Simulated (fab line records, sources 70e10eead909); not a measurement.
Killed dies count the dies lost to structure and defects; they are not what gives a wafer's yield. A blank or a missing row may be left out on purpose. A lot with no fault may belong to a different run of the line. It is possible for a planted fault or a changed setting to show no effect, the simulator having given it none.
Chamber matching | flow nandHarc | NHARC_P_M2_DESCUM_14 on rieDiel-05 has 4 sister chambers
The step chemistry O2, time 3 s. 16 wafers are shown with their chamber, then 8 later ones without.

## EACH WAFER AND ITS CHAMBER
wafer  | chamber | drypumpMotorCurrentA (A) | oesProductAu (a.u.) | throttleValvePct (%)
L361.1 | 1       | 5.8                      | 1.000               | 11.308
L361.3 | 0       | 4.8                      | 1.012               | 11.286
L361.4 | 3       | 6.4                      | 1.002               | 11.305
L364.1 | 3       | 6.4                      | 1.013               | 11.326
L364.3 | 0       | 4.8                      | 1.014               | 11.313
L364.4 | 2       | 6.0                      | 1.022               | 11.310
L365.1 | 0       | 4.8                      | 0.995               | 11.314
L365.3 | 2       | 5.9                      | 0.998               | 11.315
L365.4 | 3       | 6.4                      | 1.009               | 11.303
L366.3 | 3       | 6.4                      | 1.013               | 11.323
L366.4 | 2       | 5.9                      | 1.002               | 11.325
L366.6 | 0       | 4.8                      | 1.009               | 11.329
L369.1 | 2       | 6.0                      | 1.017               | 11.312
L369.2 | 0       | 4.8                      | 1.001               | 11.318
L369.6 | 1       | 5.8                      | 0.993               | 11.336
L368.1 | 0       | 4.8                      | 0.984               | 11.314

SIGNATURES (averages over the wafers above)
reading              | chamber 0 | chamber 1 | chamber 2 | chamber 3 | scatter within a chamber
drypumpMotorCurrentA | 4.800     | 5.800     | 5.950     | 6.400     | 0.0289
oesProductAu         | 1.00250   | 0.99650   | 1.00975   | 1.00925   | 0.00988
throttleValvePct     | 11.31233  | 11.32200  | 11.31550  | 11.31425  | 0.0128
Rule: a wafer lies at a distance from a chamber equal to the root of the sum of squares, over the readings, of (its reading less the chamber's mean, divided by the reading's scatter). If the next closest chamber is less than 2 further off than the closest, the wafer can't be placed; otherwise it belongs to the closest. The scatter is the square root of a quotient: the sum, over the shown wafers, of each reading's squared deviation from its chamber's mean, divided by wafers minus chambers.

## WAFERS MISSING THEIR CHAMBER
wafer  | drypumpMotorCurrentA (A) | oesProductAu (a.u.) | throttleValvePct (%)
L368.2 | 5.8                      | 0.982               | 11.303
L368.5 | 5.9                      | 1.016               | 11.296
L378.4 | 5.8                      | 0.991               | 11.305
L378.5 | 5.9                      | 1.009               | 11.308
L378.6 | 5.8                      | 0.995               | 11.317
L383.2 | 4.8                      | 0.991               | 11.309
L383.4 | 6.4                      | 1.003               | 11.315
L383.6 | 6.4                      | 1.015               | 11.314

## THE CHAMBER EACH PASSED THROUGH
wafer  | from the rows above | in truth
L368.2 | 1                   | 1
L368.5 | 2                   | 2
L378.4 | 1                   | 1
L378.5 | 2                   | 2
L378.6 | 1                   | 1
L383.2 | 0                   | 0
L383.4 | 3                   | 3
L383.6 | 3                   | 3
Placed correctly: 8 of 8. Left unplaced by these rows: 0. Wrongly placed: 0.
